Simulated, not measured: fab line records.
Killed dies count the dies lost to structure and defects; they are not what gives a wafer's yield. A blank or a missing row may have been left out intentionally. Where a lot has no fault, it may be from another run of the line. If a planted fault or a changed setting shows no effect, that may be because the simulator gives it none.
Matching of chambers / flow n5Finfet / rieDiel-06 running N5_BEOL_M10_ETCH_61: 4 sister chambers
The step etches SiARC in CF4, target depth 39 nm, time 65 s. 18 wafers are shown with their chamber, then 9 later ones without.

WAFERS WITH THEIR CHAMBER
wafer=L075.2; chamber=1; drypumpMotorCurrentA (A)=6.4; throttleValvePct (%)=15.09; showerheadPlenumPTorr (Torr)=2.14
wafer=L075.5; chamber=2; drypumpMotorCurrentA (A)=5.4; throttleValvePct (%)=15.38; showerheadPlenumPTorr (Torr)=2.15
wafer=L075.6; chamber=3; drypumpMotorCurrentA (A)=4.8; throttleValvePct (%)=15.13; showerheadPlenumPTorr (Torr)=2.09
wafer=L076.4; chamber=1; drypumpMotorCurrentA (A)=6.4; throttleValvePct (%)=15.09; showerheadPlenumPTorr (Torr)=2.14
wafer=L076.5; chamber=0; drypumpMotorCurrentA (A)=5.3; throttleValvePct (%)=15.88; showerheadPlenumPTorr (Torr)=2.21
wafer=L076.6; chamber=3; drypumpMotorCurrentA (A)=4.8; throttleValvePct (%)=15.13; showerheadPlenumPTorr (Torr)=2.09
wafer=L080.3; chamber=2; drypumpMotorCurrentA (A)=5.4; throttleValvePct (%)=15.39; showerheadPlenumPTorr (Torr)=2.15
wafer=L080.4; chamber=3; drypumpMotorCurrentA (A)=4.8; throttleValvePct (%)=15.17; showerheadPlenumPTorr (Torr)=2.09
wafer=L080.5; chamber=3; drypumpMotorCurrentA (A)=4.8; throttleValvePct (%)=15.16; showerheadPlenumPTorr (Torr)=2.09
wafer=L083.3; chamber=3; drypumpMotorCurrentA (A)=4.8; throttleValvePct (%)=15.18; showerheadPlenumPTorr (Torr)=2.08
wafer=L083.4; chamber=1; drypumpMotorCurrentA (A)=6.4; throttleValvePct (%)=15.09; showerheadPlenumPTorr (Torr)=2.14
wafer=L083.5; chamber=3; drypumpMotorCurrentA (A)=4.8; throttleValvePct (%)=15.16; showerheadPlenumPTorr (Torr)=2.08
wafer=L090.1; chamber=0; drypumpMotorCurrentA (A)=5.3; throttleValvePct (%)=15.95; showerheadPlenumPTorr (Torr)=2.20
wafer=L090.2; chamber=1; drypumpMotorCurrentA (A)=6.5; throttleValvePct (%)=15.13; showerheadPlenumPTorr (Torr)=2.13
wafer=L090.6; chamber=2; drypumpMotorCurrentA (A)=5.4; throttleValvePct (%)=15.47; showerheadPlenumPTorr (Torr)=2.14
wafer=L091.2; chamber=0; drypumpMotorCurrentA (A)=5.3; throttleValvePct (%)=15.94; showerheadPlenumPTorr (Torr)=2.20
wafer=L091.3; chamber=1; drypumpMotorCurrentA (A)=6.4; throttleValvePct (%)=15.13; showerheadPlenumPTorr (Torr)=2.13
wafer=L091.4; chamber=3; drypumpMotorCurrentA (A)=4.8; throttleValvePct (%)=15.20; showerheadPlenumPTorr (Torr)=2.08

SIGNATURES (means of the wafers above)
reading=drypumpMotorCurrentA; chamber 0=5.300; chamber 1=6.420; chamber 2=5.400; chamber 3=4.800; scatter within a chamber=0.0239
reading=throttleValvePct; chamber 0=15.9233; chamber 1=15.1060; chamber 2=15.4133; chamber 3=15.1614; scatter within a chamber=0.0311
reading=showerheadPlenumPTorr; chamber 0=2.2033; chamber 1=2.1360; chamber 2=2.1467; chamber 3=2.0857; scatter within a chamber=0.00551
Rule: for each reading, subtract the chamber's mean from the wafer's reading, divide by that reading's scatter and square the result; add these up over the readings and take the root, which gives the wafer's distance from the chamber. If the next closest chamber is less than 2 further off than the closest, the wafer can't be placed; otherwise it belongs to the closest. The scatter: the root of (the sum of the squares of (reading less its chamber's mean) over the shown wafers, divided by (wafers less chambers)).

WAFERS WITH NO CHAMBER GIVEN
wafer=L092.2; drypumpMotorCurrentA (A)=4.8; throttleValvePct (%)=15.21; showerheadPlenumPTorr (Torr)=2.08
wafer=L092.4; drypumpMotorCurrentA (A)=5.3; throttleValvePct (%)=15.97; showerheadPlenumPTorr (Torr)=2.19
wafer=L092.6; drypumpMotorCurrentA (A)=6.5; throttleValvePct (%)=15.13; showerheadPlenumPTorr (Torr)=2.13
wafer=L095.1; drypumpMotorCurrentA (A)=5.3; throttleValvePct (%)=15.95; showerheadPlenumPTorr (Torr)=2.19
wafer=L095.2; drypumpMotorCurrentA (A)=6.5; throttleValvePct (%)=15.15; showerheadPlenumPTorr (Torr)=2.13
wafer=L095.4; drypumpMotorCurrentA (A)=4.8; throttleValvePct (%)=15.23; showerheadPlenumPTorr (Torr)=2.08
wafer=L097.1; drypumpMotorCurrentA (A)=5.4; throttleValvePct (%)=15.46; showerheadPlenumPTorr (Torr)=2.14
wafer=L097.4; drypumpMotorCurrentA (A)=4.8; throttleValvePct (%)=15.25; showerheadPlenumPTorr (Torr)=2.07
wafer=L097.5; drypumpMotorCurrentA (A)=5.4; throttleValvePct (%)=15.47; showerheadPlenumPTorr (Torr)=2.14

THE CHAMBER EACH PASSED THROUGH
wafer=L092.2; from the rows above=3; in truth=3
wafer=L092.4; from the rows above=0; in truth=0
wafer=L092.6; from the rows above=1; in truth=1
wafer=L095.1; from the rows above=0; in truth=0
wafer=L095.2; from the rows above=1; in truth=1
wafer=L095.4; from the rows above=3; in truth=3
wafer=L097.1; from the rows above=2; in truth=2
wafer=L097.4; from the rows above=3; in truth=3
wafer=L097.5; from the rows above=2; in truth=2
Correctly placed: 9 of 9. Left unplaced by these rows: 0. Wrongly placed: 0.
